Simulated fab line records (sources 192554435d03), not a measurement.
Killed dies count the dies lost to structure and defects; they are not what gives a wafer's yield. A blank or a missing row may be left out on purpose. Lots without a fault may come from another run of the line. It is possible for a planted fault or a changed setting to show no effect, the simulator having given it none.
Matching of chambers -- flow n5Finfet -- 3 sister chambers for N5_BEOL_M5_DEP_56 on pecvd-03
The step deposits SiCN from 3MS/NH3, target thk 8 nm, time 14 s. 3 wafers are shown with their chamber, then 10 later ones without.

== EACH WAFER AND ITS CHAMBER ==
wafer,chamber,showerheadPlenumPTorr (Torr)
L090.6,2,3.663
L093.2,1,3.642
L093.4,0,3.675

== WAFERS WITH NO CHAMBER GIVEN ==
wafer,showerheadPlenumPTorr (Torr)
L093.5,3.669
L092.1,3.664
L092.2,3.641
L092.5,3.638
L095.2,3.679
L095.3,3.637
L095.5,3.642
L097.2,3.636
L097.3,3.677
L097.5,3.645

== THE CHAMBER EACH PASSED THROUGH ==
wafer,from the rows above,in truth
L093.5,can't be placed: 0 or 2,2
L092.1,2,2
L092.2,1,1
L092.5,1,1
L095.2,0,0
L095.3,1,1
L095.5,1,1
L097.2,1,1
L097.3,0,0
L097.5,1,1
Correctly placed: 9 of 10. These rows do not allow placing 1 (true chamber among the candidates in 1). 0 placed wrongly.
How it was worked out, from the rows above alone: a wafer's distance from a chamber is the root of the sum, over the readings, of the square of ((its reading less the chamber's mean) divided by the reading's scatter). The wafer belongs to the nearest chamber; if the next one is less than 2 further off, it can't be placed. The mean given for a chamber averages the wafers shown for that chamber. The scatter: with one shown wafer a chamber, the root of the mean of the squares of how far each hidden wafer lies from its nearest shown one.
